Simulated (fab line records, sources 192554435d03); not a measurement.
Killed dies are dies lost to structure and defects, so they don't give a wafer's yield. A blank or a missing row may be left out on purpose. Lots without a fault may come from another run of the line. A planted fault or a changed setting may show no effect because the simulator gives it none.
Split-lot experiment | flow n5_finfet | 7 lots, 21 wafers read, on a route of 1938 steps

THE SPLIT
At N5_FIN_CUT_CUT_ETCH_15 (etches Si in HBr/Cl2/O2, target depth 100 nm, bt time 10 s, time 42.4 s), the setting time_s was moved away from the recipe's 42.4 s on 11 of the 21 wafers read, by -16.4% to +10.8%. The other wafers ran this setting at the recipe's value.

The reading is taken at the split's own step.

THE READING
SOC_of_FIN_CUT_COAT_18.thk_nm (the simulator's own value, which no gauge read), in nm, at N5_FIN_CUT_CUT_ETCH_15 (etches Si in HBr/Cl2/O2, target depth 100 nm, bt time 10 s, time 42.4 s). The file gives no usual value for it. The 10 wafers here that ran the recipe average 170.7 nm, standard deviation 0.72 nm.

wafer  | tool, chamber at the split | time_s as run, s | against the recipe | SOC_of_FIN_CUT_COAT_18.thk_nm, nm | against lot-mates on the recipe
L074.1 | rie_si-04, 0               | 42.4             | recipe             | 171.4                             | -
L074.2 | rie_si-04, 1               | 46.97            | +10.8%             | 165.8                             | -5.6
L074.6 | rie_si-04, 0               | 46.97            | +10.8%             | 166.6                             | -4.8
L075.1 | rie_si-04, 0               | 42.4             | recipe             | 170.6                             | -
L075.2 | rie_si-04, 1               | 42.4             | recipe             | 170.6                             | -
L075.3 | rie_si-04, 3               | 42.4             | recipe             | 171                               | -
L082.2 | rie_si-03, 1               | 42.4             | recipe             | 170.2                             | -
L082.3 | rie_si-03, 2               | 39.43            | -7.0%              | 173                               | +2.8
L082.5 | rie_si-03, 3               | 39.43            | -7.0%              | 173.2                             | +3.0
L084.2 | rie_si-04, 1               | 42.4             | recipe             | 169.4                             | -
L084.3 | rie_si-04, 3               | 35.7             | -15.8%             | 176                               | +6.6
L084.6 | rie_si-04, 0               | 35.7             | -15.8%             | 176                               | +6.6
L085.1 | rie_si-06, 1               | 46.18            | +8.9%              | 166.8                             | -3.4
L085.4 | rie_si-06, 0               | 42.4             | recipe             | 170.2                             | -
L085.6 | rie_si-06, 0               | 46.18            | +8.9%              | 166.4                             | -3.8
L087.1 | rie_si-03, 0               | 46.15            | +8.8%              | 169.6                             | -1.1
L087.2 | rie_si-03, 1               | 42.4             | recipe             | 170.4                             | -
L087.5 | rie_si-03, 2               | 42.4             | recipe             | 171                               | -
L097.1 | rie_si-06, 3               | 35.45            | -16.4%             | 177                               | +4.8
L097.2 | rie_si-06, 0               | 35.45            | -16.4%             | 177.6                             | +5.4
L097.5 | rie_si-06, 3               | 42.4             | recipe             | 172.2                             | -

THE FIT
A straight line over all 21 wafers: SOC_of_FIN_CUT_COAT_18.thk_nm changes by -0.373 nm for each +1% of time_s; r = -0.97; the points scatter about the line by 0.84 nm.
The same after taking each lot's own level away (the mean of its wafers on the recipe; 21 wafers): -0.376 nm for each +1%; r = -0.97; scatter 0.79 nm.
On that fit, the largest move of time_s shifts the reading by 6.2 nm.
The lots' own levels span 169.40 to 172.20 nm, that is 3.9 times the standard deviation above.
So the lot-to-lot level changes the slope little: the two slopes agree.
Check: with one of the wafers moved furthest among these (-16.4%) left out of the fit, the line predicts +6.44 nm for it against its lot-mates. It came out at +4.8 nm against them.

OTHER SPLITS ON THESE WAFERS
These wafers also went through other splits before the reading. Each is held against what the fit with the lots' levels taken away leaves over:
other split on the same wafers        | wafers away from the commonest value | r with SOC_of_FIN_CUT_COAT_18.thk_nm (lot level and that fit taken away)
N5_WELL_APT_EXPOSE_22 dose_mj         | 8                                    | -0.10
N5_WELL_APT_PEB_23 peb_time_s         | 10                                   | -0.19
N5_FIN_SAQP_COAT_49 spin_rpm          | 11                                   | +0.08
N5_FIN_SAQP_DEVELOP_15 develop_time_s | 7                                    | -0.42

THE WHOLE CHAIN: every reading that the file lists as answering this split, in the file's order
step                   | what it does                                                            | reading                                                                        | change (the file's fit)               | r (the file's)
N5_FIN_CUT_CUT_ETCH_15 | etches Si in HBr/Cl2/O2, target depth 100 nm, bt time 10 s, time 42.4 s | etch.depth_nm (the simulator's own value, which no gauge read)                 | +0.966 nm for each +1% of the setting | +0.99
N5_FIN_CUT_CUT_ETCH_15 | etches Si in HBr/Cl2/O2, target depth 100 nm, bt time 10 s, time 42.4 s | FIN_CUT.feature_depth_nm (the simulator's own value, which no gauge read)      | +0.964 nm for each +1% of the setting | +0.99
N5_FIN_CUT_CUT_ETCH_15 | etches Si in HBr/Cl2/O2, target depth 100 nm, bt time 10 s, time 42.4 s | SOC_of_FIN_CUT_COAT_18.thk_nm (the simulator's own value, which no gauge read) | -0.364 nm for each +1% of the setting | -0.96

THE FILE'S OWN FIT
SOC_of_FIN_CUT_COAT_18.thk_nm changes by -0.364 nm for each +1% of time_s, r = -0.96.
